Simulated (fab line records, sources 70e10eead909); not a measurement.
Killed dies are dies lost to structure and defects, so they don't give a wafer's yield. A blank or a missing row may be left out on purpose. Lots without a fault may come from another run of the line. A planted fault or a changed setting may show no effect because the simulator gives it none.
Chamber matching | flow nand_harc | NHARC_P_M2_DESCUM_14 on rie_diel-07: 4 sister chambers
The step chemistry O2, time 3 s. 4 wafers are shown with their chamber, then 7 later ones without.

WAFERS WITH THEIR CHAMBER
wafer  | chamber | oes_product_au (a.u.)
L355.5 | 3       | 1.005
L362.4 | 1       | 0.988
L368.2 | 0       | 1.005
L368.3 | 2       | 0.996

WAFERS WITHOUT THEIR CHAMBER
wafer  | oes_product_au (a.u.)
L368.5 | 0.996
L374.3 | 1.006
L374.5 | 1.006
L374.6 | 1.007
L376.2 | 1.001
L376.3 | 0.999
L376.5 | 1.000

WHICH CHAMBER EACH WENT THROUGH
wafer  | from the rows above          | in truth
L368.5 | 2                            | 2
L374.3 | can't be placed: 0 or 3      | 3
L374.5 | can't be placed: 0 or 3      | 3
L374.6 | can't be placed: 0 or 3      | 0
L376.2 | can't be placed: 0 or 3 or 2 | 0
L376.3 | can't be placed: 2 or 0 or 3 | 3
L376.5 | can't be placed: 2 or 0 or 3 | 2
Placed correctly: 1 of 7. Can't be placed from these rows: 6 (the true chamber is among the candidates in 6). Placed wrongly: 0.
How it was worked out, from the rows above alone: a wafer's distance from a chamber is the root of the sum, over the readings, of the square of ((its reading less the chamber's mean) divided by the reading's scatter). The wafer belongs to the nearest chamber; if the next one is less than 2 further off, it can't be placed. A chamber's mean is the mean of its shown wafers. The scatter: with one shown wafer a chamber, the root of the mean of the squares of how far each hidden wafer lies from its nearest shown one.
